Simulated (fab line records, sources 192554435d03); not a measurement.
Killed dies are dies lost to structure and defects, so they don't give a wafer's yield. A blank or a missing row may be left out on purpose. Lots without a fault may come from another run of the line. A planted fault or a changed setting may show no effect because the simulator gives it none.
Which tool did it? | flow n5_finfet | 11 lots, 33 wafers sampled, at 5 steps of a route of 1938

WHAT THE GAUGES READ, wafer by wafer
N5_ILD0_INSPECT_06: inspects for defects (darkfield).
lot  | measured    | on                | raw_defect_count
L075 | day 3 23:37 | defect_inspect-01 | 41 44 43
L077 | day 4 10:01 | defect_inspect-02 | 67 25 23
L079 | day 5 04:04 | defect_inspect-02 | 34 39 49
L081 | day 5 16:08 | defect_inspect-01 | 45 33 25
L083 | day 5 23:26 | defect_inspect-02 | 23 47 36
L085 | day 6 11:55 | defect_inspect-02 | 37 51 41
L088 | day 7 05:48 | defect_inspect-01 | 26 29 34
L090 | day 7 17:16 | defect_inspect-02 | 21 41 12
L092 | day 8 06:50 | defect_inspect-01 | 43 35 27
L094 | day 8 18:42 | defect_inspect-02 | 40 36 29
L096 | day 9 06:59 | defect_inspect-02 | 35 36 35

WHICH TOOL RAN EACH LOT (tool, then ch and the chambers of the sampled wafers, then the start)
lot  | N5_DUMMY_GATE_TRIM_49           | N5_DUMMY_GATE_STRIP_48            | N5_SD_EPI_P_DESCUM_14             | N5_SD_ACTIVATION_RTA_00
L075 | rie_si-05 ch 1,3, day 3 04:44   | rie_diel-02 ch 0,1,3, day 3 05:29 | rie_diel-05 ch 1,2, day 3 12:46   | rtp_anneal-02 ch 0, day 3 16:37
L077 | rie_si-06 ch 0,1,3, day 3 15:49 | rie_diel-01 ch 0,1,2, day 3 16:33 | rie_diel-01 ch 0,2,3, day 3 22:10 | rtp_anneal-02 ch 0, day 4 02:55
L079 | rie_si-01 ch 0,1,3, day 4 07:33 | rie_diel-02 ch 1,3, day 4 08:19   | rie_diel-01 ch 1,2, day 4 15:53   | rtp_anneal-02 ch 0, day 4 20:29
L081 | rie_si-01 ch 1,2,3, day 4 18:39 | rie_diel-02 ch 1,2,3, day 4 19:23 | rie_diel-02 ch 0,1,2, day 5 03:27 | rtp_anneal-02 ch 0, day 5 09:10
L083 | rie_si-06 ch 1,2,3, day 5 05:34 | rie_diel-01 ch 0,3, day 5 06:28   | rie_diel-01 ch 0,3, day 5 12:40   | rtp_anneal-01 ch 0, day 5 16:26
L085 | rie_si-05 ch 1,3, day 5 17:58   | rie_diel-02 ch 0,3, day 5 18:49   | rie_diel-05 ch 0,1, day 6 01:04   | rtp_anneal-02 ch 0, day 6 04:56
L088 | rie_si-01 ch 0,1,2, day 6 12:07 | rie_diel-02 ch 1,2, day 6 12:55   | rie_diel-02 ch 2,3, day 6 18:53   | rtp_anneal-01 ch 0, day 6 22:51
L090 | rie_si-06 ch 0,1,3, day 6 23:31 | rie_diel-05 ch 1,2,3, day 7 00:25 | rie_diel-05 ch 1,2,3, day 7 06:01 | rtp_anneal-01 ch 0, day 7 09:55
L092 | rie_si-01 ch 1,2,3, day 7 12:52 | rie_diel-01 ch 1,2, day 7 13:53   | rie_diel-01 ch 0,1,3, day 7 20:07 | rtp_anneal-02 ch 0, day 7 23:51
L094 | rie_si-01 ch 0,2,3, day 8 01:01 | rie_diel-01 ch 0,2, day 8 01:46   | rie_diel-01 ch 1,2, day 8 07:58   | rtp_anneal-01 ch 0, day 8 11:42
L096 | rie_si-01 ch 0,2,3, day 8 12:17 | rie_diel-01 ch 1,2,3, day 8 13:14 | rie_diel-02 ch 1,3, day 8 19:53   | rtp_anneal-01 ch 0, day 8 23:40
- N5_DUMMY_GATE_TRIM_49: chemistry O2, time 29 s, target cd 14 nm.
- N5_DUMMY_GATE_STRIP_48: strips in N2/H2, time 20 s.
- N5_SD_EPI_P_DESCUM_14: chemistry O2, time 7.9 s.
- N5_SD_ACTIVATION_RTA_00: time 0 s.

THE ANSWER, worked out from the rows above alone
Rule: what is usual is taken from the lots themselves. Put in order of their means at a reading, lots are off if they are a third of the lots or fewer, leave a main group of 4 or more, and stand apart from it by a gap of 3 or more times the standard deviation of the main group's means; of several such gaps the widest counts. A main group whose means are all the same, to the digits that the tables above print for the reading, isn't used. A lot without any number at a reading at which 4 lots or more have one is off too. The other lots that the step has rows for count as sound.
No lot is off at any reading shown: from this, nothing can be told.

WHAT THE SIMULATOR HAD PUT IN
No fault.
